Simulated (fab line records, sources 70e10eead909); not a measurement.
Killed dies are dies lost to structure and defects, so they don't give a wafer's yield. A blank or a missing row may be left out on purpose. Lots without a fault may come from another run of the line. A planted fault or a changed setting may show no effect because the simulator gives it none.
Chamber matching | flow nand_harc | NHARC_A_BONDPAD_STRIP_15 on rie_diel-08: 4 sister chambers
The step strips in O2. 8 wafers are shown with their chamber, then 7 later ones without.

WAFERS WITH THEIR CHAMBER
wafer  | chamber | drypump_motor_current_A (A) | oes_product_au (a.u.)
L515.4 | 3       | 5.59                        | 0.998
L515.5 | 3       | 5.58                        | 0.984
L514.5 | 0       | 5.96                        | 1.001
L519.1 | 2       | 5.50                        | 0.999
L519.4 | 1       | 5.95                        | 0.995
L519.6 | 1       | 5.95                        | 1.004
L521.3 | 0       | 5.96                        | 1.005
L521.4 | 2       | 5.50                        | 0.981

WAFERS WITHOUT THEIR CHAMBER
wafer  | drypump_motor_current_A (A) | oes_product_au (a.u.)
L521.6 | 5.92                        | 0.995
L530.2 | 5.51                        | 0.998
L530.3 | 5.92                        | 1.003
L530.6 | 5.97                        | 1.007
L536.2 | 5.58                        | 1.012
L536.4 | 5.95                        | 0.989
L536.5 | 5.60                        | 1.003

WHICH CHAMBER EACH WENT THROUGH
wafer  | from the rows above | in truth
L521.6 | 1                   | 1
L530.2 | 2                   | 2
L530.3 | 1                   | 1
L530.6 | 0                   | 0
L536.2 | 3                   | 3
L536.4 | 1                   | 1
L536.5 | 3                   | 3
Placed correctly: 7 of 7. Can't be placed from these rows: 0. Placed wrongly: 0.
How it was worked out, from the rows above alone: a wafer's distance from a chamber is the root of the sum, over the readings, of the square of ((its reading less the chamber's mean) divided by the reading's scatter). The wafer belongs to the nearest chamber; if the next one is less than 2 further off, it can't be placed. A chamber's mean is the mean of its shown wafers. The scatter: the root of (the sum of the squares of (reading less its chamber's mean) over the shown wafers, divided by (wafers less chambers)).
